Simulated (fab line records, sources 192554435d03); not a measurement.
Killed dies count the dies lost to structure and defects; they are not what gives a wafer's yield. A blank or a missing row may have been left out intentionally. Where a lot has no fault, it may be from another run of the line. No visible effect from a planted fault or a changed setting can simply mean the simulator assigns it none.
Chamber matching	flow n5 finfet	N5_PMOS_HMC_CHANNEL_EPI_HM_DEP_34 on pecvd-02 has 3 sister chambers
The step deposits SiO2 from TEOS/O2, target thk 36 nm, time 6.9 s. 6 wafers are shown with their chamber, then 7 later ones without.

## WAFERS, EACH WITH ITS CHAMBER
wafer	chamber	throttle valve pct (%)	showerhead plenum p Torr (Torr)
L082.6	2	17.3	8.39
L084.1	0	18.9	8.33
L084.2	2	17.4	8.37
L084.4	1	18.8	8.38
L085.4	1	19.1	8.38
L085.5	0	18.9	8.36

## WAFERS WITHOUT THEIR CHAMBER
wafer	throttle valve pct (%)	showerhead plenum p Torr (Torr)
L085.6	17.2	8.36
L087.3	17.5	8.37
L087.5	17.5	8.37
L087.6	19.0	8.34
L089.3	17.3	8.36
L089.5	17.2	8.36
L089.6	18.6	8.37

## WHICH CHAMBER EACH WENT THROUGH
wafer	from the rows above	in truth
L085.6	2	2
L087.3	2	2
L087.5	2	2
L087.6	can't be placed: 0 or 1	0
L089.3	2	2
L089.5	2	2
L089.6	can't be placed: 1 or 0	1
5 of 7 placed correctly. Can't be placed from these rows: 2 (the true chamber is among the candidates in 2). Number placed wrongly: 0.
How it was worked out, from the rows above alone: a wafer's distance from a chamber is the root of the sum, over the readings, of the square of ((its reading less the chamber's mean) divided by the reading's scatter). If the next closest chamber is less than 2 further off than the closest, the wafer can't be placed; otherwise it belongs to the closest. A chamber's mean is the mean of its shown wafers. The scatter: the root of (the sum of the squares of (reading less its chamber's mean) over the shown wafers, divided by (wafers less chambers)).
